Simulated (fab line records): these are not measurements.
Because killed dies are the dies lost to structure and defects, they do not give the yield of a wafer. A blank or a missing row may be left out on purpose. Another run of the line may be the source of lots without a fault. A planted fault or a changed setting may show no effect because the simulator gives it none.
fab line records | flow n5-finfet
record: lots: 6 wafers: 18 last-day: 16
route steps=1938 shown BEOL_M12@1608
lots that met no fault: from a run of the same line without faults
start-h: the number of hours between the record's first day and the start of the first shown wafer of the lot | wait-h: hours since the lot's step before | " as in the row above | L1.1+2: one row covering several wafers at once | - no value, or no start was given | * or withheld: withheld | < > ~ a bound
route shown NAME@n: NAME is a module with steps in the file, n the number in the route of the first one | usual: mean/standard deviation taken from wafers without a fault | same: alike in all rows | chamber/n: place in a boat | sites: the reading at each site | _std_site: their standard deviation | _edge_site: outer sites' mean less inner sites' | radius-mm: for every site, how far away it sits from the centre of the wafer | mask NAME#n: copy n | behind: the last tool/chamber to shape the wafer | hold: why the lot went on hold/how many hours it stayed there/how the hold came to an end | device: names the non-switching transistor (n, p or np) | end of line: tests run on the same wafers once the route is complete | for a step that has no rows: nothing shown but its recipe | killed: dies lost to structure and defects at the first sort, not the wafer's yield | map: dies across one wafer; x = killed, . = not, _ = none there
set.NAME: the setting that was run; set.NAME@STEP: the one run at that earlier step | model.NAME: the simulator's own value behind a step, which no gauge read
a table for each step, a row for each wafer; lots at some steps of the route
services: a tool's chamber out of use, with start hour (start-h, from the record's first day; less than 0 if before it), hours out, and reason
== steps ==
step: N5_BEOL_M12_EXPOSE_07
recipe: mask-id: V11 na: 0.93 source-shape: conventional sigma-outer: 0.6 polarization: unpolarized attpsm-phase-deg: 180 dose-mj: 32.5
step: N5_BEOL_M12_PEB_08
recipe: peb-temp-c: 130 peb-time-s: 90
step: N5_BEOL_M12_DEVELOP_09
recipe: develop-time-s: 45 rinse-liquid: diw dry: air-spin dev-temp-c: 21
step: N5_BEOL_M12_HARDBAKE_14
recipe: temp-c: 130 time-s: 120
step: N5_BEOL_M12_CD_MEAS_10
recipe: target-cd-nm: 140 landing-energy-ev: 500 detector: se-inlens polarity: opening
usual: cd-nm: 141.1/1.8
columns lot.wafer tool chamber start-h wait-h cd-nm
L264.2 cd-sem-01 0 246.79 - 140.4
L264.4 " 0 " " 140.5
L264.6 " 0 " " 142.0
L275.3 cd-sem-03 0 303.98 - 137.1
L275.4 " 0 " " 140.9
L275.6 " 0 " " 141.9
L274.1 cd-sem-02 0 314.49 - 140.8
L274.2 " 0 " " 141.4
L274.5 " 0 " " 142.9
L278.1 cd-sem-02 0 331.87 - 138.8
L278.3 " 0 " " 137.3
L278.4 " 0 " " 140.7
L279.2 cd-sem-01 0 343.10 - 141.8
L279.3 " 0 " " 141.0
L279.6 " 0 " " 142.7
L280.3 cd-sem-02 0 348.09 - 143.8
L280.4 " 0 " " 140.1
L280.6 " 0 " " 141.6
step: N5_BEOL_M12_OVL_MEAS_11
recipe: points-per-wafer: 44
usual: V11_OVL: 1/4.8
columns lot.wafer tool chamber start-h wait-h V11_OVL[nm]
L264.2 overlay-01 0 246.81 0.0 1
L264.4 " 0 " " -6
L264.6 " 0 " " -2
L275.3 overlay-01 0 304.01 0.0 -9
L275.4 " 0 " " -4
L275.6 " 0 " " -6
L274.1 overlay-01 0 314.52 0.0 0
L274.2 " 0 " " 2
L274.5 " 0 " " 1
L278.1 overlay-02 0 331.90 0.0 2
L278.3 " 0 " " -4
L278.4 " 0 " " -4
L279.2 overlay-01 0 343.13 0.0 -2
L279.3 " 0 " " -9
L279.6 " 0 " " -10
L280.3 overlay-02 0 348.12 0.0 9
L280.4 " 0 " " 4
L280.6 " 0 " " 2
step: N5_BEOL_M12_INSPECT_12
recipe: mode: adi inspect-instrument: macro
usual: raw-defect-count: 2.3/1.5
columns lot.wafer tool chamber start-h wait-h raw-defect-count
L264.2 defect-inspect-02 - 246.84 0.0 2
L264.4 " - " " 1
L264.6 " - " " 2
L275.3 defect-inspect-01 - 304.03 0.0 2
L275.4 " - " " 4
L275.6 " - " " 1
L274.1 defect-inspect-02 - 314.55 0.0 3
L274.2 " - " " 1
L274.5 " - " " 0
L278.1 defect-inspect-02 - 331.92 0.0 4
L278.3 " - " " 3
L278.4 " - " " 2
L279.2 defect-inspect-01 - 343.15 0.0 3
L279.3 " - " " 3
L279.6 " - " " 1
L280.3 defect-inspect-02 - 348.14 0.0 2
L280.4 " - " " 2
L280.6 " - " " 7
step: N5_BEOL_M12_DESCUM_15
recipe: chemistry: O2 time-s: 7.9 source-power-w: 50 bias-power-w: 20 pressure-mtorr: 20 rf-frequency-hz: 2.712e+07 temp-c: 40 o2-flow-sccm: 225
usual: drypump-motor-current-A: 5.7/0.48 oes-product-au: 0.82/0.072 rf-vpp-V: 243.1/1.5 showerhead-plenum-p-Torr: 2.08/0.079 throttle-valve-pct: 20.38/0.26
columns lot.wafer tool chamber start-h wait-h drypump-motor-current-A oes-product-au rf-hours-counter-h rf-vpp-V showerhead-plenum-p-Torr throttle-valve-pct
L264.2 rie-diel-02 1 246.87 0.0 6.4 0.75 175 241.3 2.02 20.34
L264.4 " 0 " " 5.5 0.85 65 244.3 2.22 20.43
L264.6 " 1 " " 6.3 0.75 - 242.4 2.02 20.33
L275.3 rie-diel-02 2 304.06 0.0 5.8 0.83 68 243.8 2.12 20.36
L275.4 " 1 " " 6.4 0.74 196 242.0 2.01 20.38
L275.6 " 3 " " 6.1 0.87 - 241.7 2.03 20.36
L274.1 rie-diel-06 3 314.66 0.1 5.6 0.77 133 242.2 2.00 20.53
L274.2 " 0 " " 5.7 0.80 101 245.7 2.21 20.30
L274.5 " 0 " " 5.7 0.80 - 245.9 2.21 20.28
L278.1 rie-diel-01 3 332.06 0.1 5.4 0.84 82 241.7 2.01 20.24
L278.3 " 1 " " 5.0 0.69 235 241.7 2.00 21.15
L278.4 " 2 " " 6.2 0.84 63 242.1 2.11 20.31
L279.2 rie-diel-02 2 343.18 0.0 5.8 0.81 78 244.4 2.12 20.38
L279.3 " 1 " " 6.3 0.73 206 241.5 2.01 20.38
L279.6 " 0 " " 5.5 0.80 - 244.1 2.21 20.48
L280.3 rie-diel-01 2 348.18 0.0 6.2 0.83 69 243.8 2.11 20.31
L280.4 " 0 " " 4.7 0.95 9 241.8 2.04 19.94
L280.6 " 0 " " 4.7 0.96 - 241.9 2.04 19.94
step: N5_BEOL_M12_ETCH_59
recipe: chemistry: N2/H2 target: BARC target-depth-a: 890 overetch-a: 267 time-s: 67.9 ion-energy-ev: 200 pressure-mtorr: 30 source-w: 840 bias-w: 150 n2-flow-sccm: 200 h2-flow-sccm: 200
usual: drypump-motor-current-A: 5.7/0.48 h2-flow-sccm: 200.1/0.6 oes-product-au: 0.70/0.059 rf-vpp-V: 523.5/2.7 showerhead-plenum-p-Torr: 2.53/0.094 throttle-valve-pct: 17.84/0.27
columns lot.wafer tool chamber start-h wait-h drypump-motor-current-A h2-flow-sccm oes-product-au rf-hours-counter-h rf-vpp-V showerhead-plenum-p-Torr throttle-valve-pct
L264.2 rie-diel-02 1 246.91 0.0 6.4 201.0 0.65 175 521.8 2.44 17.71
L264.4 " 0 " " 5.5 199.7 0.73 65 528.2 2.69 17.89
L264.6 " 1 " " 6.3 200.9 0.64 - 521.8 2.44 17.73
L275.3 rie-diel-02 2 304.10 0.0 5.8 199.8 0.70 68 525.8 2.60 17.88
L275.4 " 1 " " 6.3 199.6 0.63 196 520.9 2.43 17.75
L275.6 " 3 " " 6.1 200.4 0.74 - 522.0 2.46 17.75
L274.1 rie-diel-06 3 314.70 0.0 5.6 199.4 0.65 133 520.3 2.45 18.04
L274.2 " 0 " " 5.7 200.6 0.68 101 527.2 2.67 17.70
L274.5 " 0 " " 5.7 200.6 0.67 - 527.3 2.67 17.68
L278.1 rie-diel-01 3 332.09 0.0 5.4 199.0 0.71 82 522.6 2.44 17.73
L278.3 " 1 " " 5.0 199.9 0.59 235 520.3 2.42 18.55
L278.4 " 2 " " 6.2 200.1 0.72 63 524.0 2.57 17.78
L279.2 rie-diel-02 2 343.22 0.0 5.8 199.7 0.69 78 525.9 2.59 17.92
L279.3 " 1 " " 6.4 200.8 0.63 206 520.0 2.42 17.77
L279.6 " 0 " " 5.5 199.8 0.70 - 528.0 2.68 17.94
L280.3 rie-diel-01 2 348.21 0.0 6.2 200.2 0.72 69 524.3 2.57 17.77
L280.4 " 0 " " 4.7 199.7 0.81 9 522.8 2.51 17.52
L280.6 " 0 " " 4.7 200.3 0.81 - 521.7 2.51 17.53
step: N5_BEOL_M12_VIA_ETCH_16
recipe: chemistry: C4F8/O2/Ar target: SiOC pressure-mtorr: 30 source-w: 3000 bias-w: 700 Ar_flow_sccm: 400 C4F8_flow_sccm: 15 O2_flow_sccm: 8 he-inner-torr: 15 he-outer-torr: 30 target-depth-a: 7248 time-s: withheld ion-energy-ev: 250 ends: cleared
usual: C4F8_flow_sccm: 15.00/0.046 drypump-motor-current-A: 5.7/0.48 oes-product-au: 0.74/0.066 rf-vpp-V: 665/3.3 showerhead-plenum-p-Torr: 3.41/0.12 throttle-valve-pct: 24.20/0.24
columns lot.wafer tool chamber start-h wait-h C4F8_flow_sccm drypump-motor-current-A oes-product-au rf-vpp-V showerhead-plenum-p-Torr throttle-valve-pct
L264.2 rie-diel-02 1 246.96 0.0 15.02 6.3 0.68 662 3.31 24.11
L264.4 " 0 " " 14.97 5.6 0.76 672 3.64 24.33
L264.6 " 1 " " 15.08 6.3 0.68 662 3.31 24.12
L275.3 rie-diel-02 2 304.15 0.0 15.01 5.8 0.74 666 3.47 24.17
L275.4 " 1 " " 14.98 6.2 0.66 661 3.30 24.14
L275.6 " 3 " " 14.96 6.1 0.79 663 3.33 24.25
L274.1 rie-diel-06 3 314.75 0.0 15.01 5.6 0.69 663 3.30 24.37
L274.2 " 0 " " 14.97 5.7 0.71 670 3.60 24.13
L274.5 " 0 " " 15.05 5.7 0.72 669 3.60 24.13
L278.1 rie-diel-01 3 332.14 0.0 15.04 5.4 0.75 663 3.32 24.14
L278.3 " 1 " " 15.03 5.0 0.62 660 3.25 24.76
L278.4 " 2 " " 15.05 6.2 0.76 667 3.47 24.18
L279.2 rie-diel-02 2 343.27 0.0 15.00 5.8 0.72 666 3.47 24.20
L279.3 " 1 " " 14.97 6.3 0.65 660 3.29 24.16
L279.6 " 0 " " 14.97 5.5 0.72 669 3.62 24.34
L280.3 rie-diel-01 2 348.26 0.0 14.98 6.2 0.75 667 3.47 24.21
L280.4 " 0 " " 15.01 4.7 0.86 664 3.33 23.71
L280.6 " 0 " " 14.93 4.7 0.85 664 3.33 23.70
step: N5_BEOL_M12_STRIP_63
recipe: chemistry: N2/H2 power-w: 1000 temp-c: 250 h2-frac: 0.65 overash-fraction: 0.3 pressure-mtorr: 1000 n2-flow-sccm: 1750 h2-flow-sccm: 3250
usual: chamber-pressure-mTorr: 1000.0/0.9 drypump-motor-current-A: 5.8/0.48 h2-flow-sccm: 3251/9.7 heater-power-w: 355/24 oes-product-au: 0.693/0.0048 strip-time-to-endpoint-s: 42.3/0.93
columns lot.wafer tool chamber start-h wait-h chamber-pressure-mTorr drypump-motor-current-A h2-flow-sccm heater-power-w oes-product-au rf-hours-counter-h strip-time-to-endpoint-s
L264.2 plasma-asher-02 0 247.16 - 1001.0 5.9 3257 383 0.692 121 42.8
L264.4 " 0 " " 1000.2 5.9 3266 377 0.682 - 42.0
L264.6 " 1 " " 998.5 5.9 3261 314 0.695 - 42.8
L275.3 plasma-asher-01 1 304.37 - 999.5 6.4 3260 353 0.693 - 41.3
L275.4 " 0 " " 999.1 5.0 3247 361 0.695 - 43.0
L275.6 " 1 " " 1000.4 6.4 3240 352 0.695 - 42.3
L274.1 plasma-asher-01 1 314.95 - 999.3 6.4 3243 357 0.696 84 42.8
L274.2 " 0 " " 999.6 5.0 3260 363 0.691 84 41.8
L274.5 " 0 " " 999.6 5.0 3250 362 0.691 - 41.1
L278.1 plasma-asher-01 1 332.34 - 999.9 6.4 3251 353 0.706 87 45.2
L278.3 " 0 " " 1002.2 5.0 3250 367 0.701 - 43.8
L278.4 " 1 " " 999.1 6.4 3250 345 0.691 - 43.7
L279.2 plasma-asher-01 0 343.47 - 1001.2 5.0 3233 355 0.699 89 43.0
L279.3 " 0 " " 999.9 5.0 3235 369 0.691 - 43.4
L279.6 " 1 " " 1000.5 6.4 3254 357 0.694 - 42.3
L280.3 plasma-asher-02 1 348.48 - 999.3 5.9 3239 316 0.687 - 44.2
L280.4 " 0 " " 1000.5 5.8 3259 391 0.703 - 43.0
L280.6 " 1 " " 1000.8 5.9 3250 319 0.697 - 43.7
step: N5_BEOL_M12_STRIP_64
recipe: chemistry: N2/H2 power-w: 1000 temp-c: 250 h2-frac: 0.65 overash-fraction: 0.3 pressure-mtorr: withheld n2-flow-sccm: 1750 h2-flow-sccm: 3250
usual: drypump-motor-current-A: 5.8/0.48 h2-flow-sccm: 3250/8.8 heater-power-w: 355/24 oes-product-au: 0.715/0.0052 strip-time-to-endpoint-s: 31.33/0.084
columns lot.wafer tool chamber start-h wait-h drypump-motor-current-A h2-flow-sccm heater-power-w oes-product-au rf-hours-counter-h strip-time-to-endpoint-s
L264.2 plasma-asher-02 0 247.22 0.0 5.8 3253 373 0.718 121 31.44
L264.4 " 0 " " 5.8 3253 388 0.711 - 31.42
L264.6 " 1 " " 5.9 3259 325 0.713 - 31.38
L275.3 plasma-asher-01 1 304.43 0.0 6.4 3251 352 0.726 - 31.31
L275.4 " 0 " " 5.0 3240 367 0.717 - 31.35
L275.6 " 1 " " 6.4 3258 353 0.720 - 31.28
L274.1 plasma-asher-01 1 315.01 0.0 6.4 3257 345 0.708 84 31.30
L274.2 " 0 " " 5.0 3251 355 0.718 84 31.32
L274.5 " 0 " " 5.0 3248 358 0.719 - 31.29
L278.1 plasma-asher-01 1 332.40 0.0 6.4 3250 348 0.709 87 31.42
L278.3 " 0 " " 5.0 3258 362 0.709 - 31.49
L278.4 " 1 " " 6.4 3234 355 0.715 - 31.43
L279.2 plasma-asher-01 0 343.53 0.0 5.0 3251 362 0.715 89 31.38
L279.3 " 0 " " 5.0 3258 366 0.726 - 31.35
L279.6 " 1 " " 6.4 3247 356 0.718 - 31.29
L280.3 plasma-asher-02 1 348.54 0.0 5.9 3259 323 0.717 - 31.39
L280.4 " 0 " " 5.9 3248 397 0.711 - 31.33
L280.6 " 1 " " 5.9 3258 318 0.715 - 31.36
step: N5_BEOL_M12_STRIP_71
recipe: chemistry: post-etch-residue-remover time-s: 60 temp-c: 25 remover-ph: withheld remover-water-wt-pct: withheld remover-fluoride-wt-pct: withheld
usual: run-length-s: 67.4/2.1 temp-c: 24.99/0.11
columns lot.wafer tool chamber start-h wait-h run-length-s temp-c
L264.2 wet-bench-05 0 247.31 0.1 68.0 25.00
L264.4 " 2 " " 66.5 25.00
L264.6 " 3 " " 66.3 24.87
L275.3 wet-bench-03 5 304.50 0.0 - -
L275.4 " 6 " " - -
L275.6 " 2 " " - -
L274.1 wet-bench-01 3 315.10 0.1 - -
L274.2 " 2 " " - -
L274.5 " 1 " " - -
L278.1 wet-bench-01 7 332.49 0.1 65.7 25.07
L278.3 " 3 " " 65.5 24.91
L278.4 " 5 " " 65.2 24.98
L279.2 wet-bench-03 3 343.62 0.1 67.1 25.09
L279.3 " 6 " " 66.4 25.03
L279.6 " 2 " " 67.3 25.05
L280.3 wet-bench-05 7 348.61 0.0 68.5 24.90
L280.4 " 3 " " 67.0 24.84
L280.6 " 0 " " 66.2 25.03
step: N5_BEOL_M12_SRD_72
recipe: time-s: 30 temp-c: 23 rinse-liquid: diw dry: n2-spin spin-rpm: 1500 dry-time-s: 30
== services ==
columns tool chamber start-h hours kind
rie-diel-02 2 235.45 2.4 repair
rie-diel-01 3 246.14 18.9 repair
rie-diel-01 2 299.37 5.1 repair
rie-diel-01 0 304.44 - clean
rie-diel-01 0 304.44 - consumable-replace:focus-ring
rie-diel-01 0 304.44 18.2 scheduled-down
rie-diel-01 0 304.44 18.2 vent-cycle
rie-diel-01 - 311.59 0.2 repair
rie-diel-06 2 312.32 - clean
rie-diel-06 2 312.32 - consumable-replace:focus-ring
rie-diel-06 2 312.32 23.8 scheduled-down
rie-diel-06 2 312.32 23.8 vent-cycle
rie-diel-02 2 343.93 4.8 repair
== key ==
first-sign: step: N5_BEOL_M12_STRIP_71 reading: tool-record direction: missing
effect none on later readings
met-at N5_BEOL_M12_STRIP_71
struck-wafers L274.1,L274.2,L274.5,L275.3,L275.4,L275.6
fault: kind: skipped-step-whole tool: wet-bench-01,wet-bench-03 chamber: - onset-h: 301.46 steps: N5_BEOL_M12_STRIP_71 scope: struck-lots-only
